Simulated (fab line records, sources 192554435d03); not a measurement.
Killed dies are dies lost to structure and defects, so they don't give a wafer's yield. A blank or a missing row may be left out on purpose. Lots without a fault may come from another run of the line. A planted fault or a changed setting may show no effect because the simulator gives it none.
Chamber matching | flow n5_finfet | N5_BEOL_M9_ETCH_65 on rie_diel-03: 4 sister chambers
The step etches SiARC in CF4, target depth 15.6 nm, time 26 s. 4 wafers are shown with their chamber, then 7 later ones without.

WAFERS WITH THEIR CHAMBER
wafer  | chamber | showerhead_plenum_p_Torr (Torr)
L078.6 | 1       | 2.19
L093.4 | 2       | 2.11
L096.6 | 0       | 2.04
L090.4 | 3       | 2.18

WAFERS WITHOUT THEIR CHAMBER
wafer  | showerhead_plenum_p_Torr (Torr)
L090.5 | 2.04
L097.4 | 2.11
L097.5 | 2.03
L097.6 | 2.18
L092.1 | 2.03
L092.3 | 2.11
L092.5 | 2.18

WHICH CHAMBER EACH WENT THROUGH
wafer  | from the rows above     | in truth
L090.5 | 0                       | 0
L097.4 | 2                       | 2
L097.5 | 0                       | 0
L097.6 | can't be placed: 3 or 1 | 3
L092.1 | 0                       | 0
L092.3 | 2                       | 2
L092.5 | can't be placed: 3 or 1 | 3
Placed correctly: 5 of 7. Can't be placed from these rows: 2 (the true chamber is among the candidates in 2). Placed wrongly: 0.
How it was worked out, from the rows above alone: a wafer's distance from a chamber is the root of the sum, over the readings, of the square of ((its reading less the chamber's mean) divided by the reading's scatter). The wafer belongs to the nearest chamber; if the next one is less than 2 further off, it can't be placed. A chamber's mean is the mean of its shown wafers. The scatter: with one shown wafer a chamber, the root of the mean of the squares of how far each hidden wafer lies from its nearest shown one.
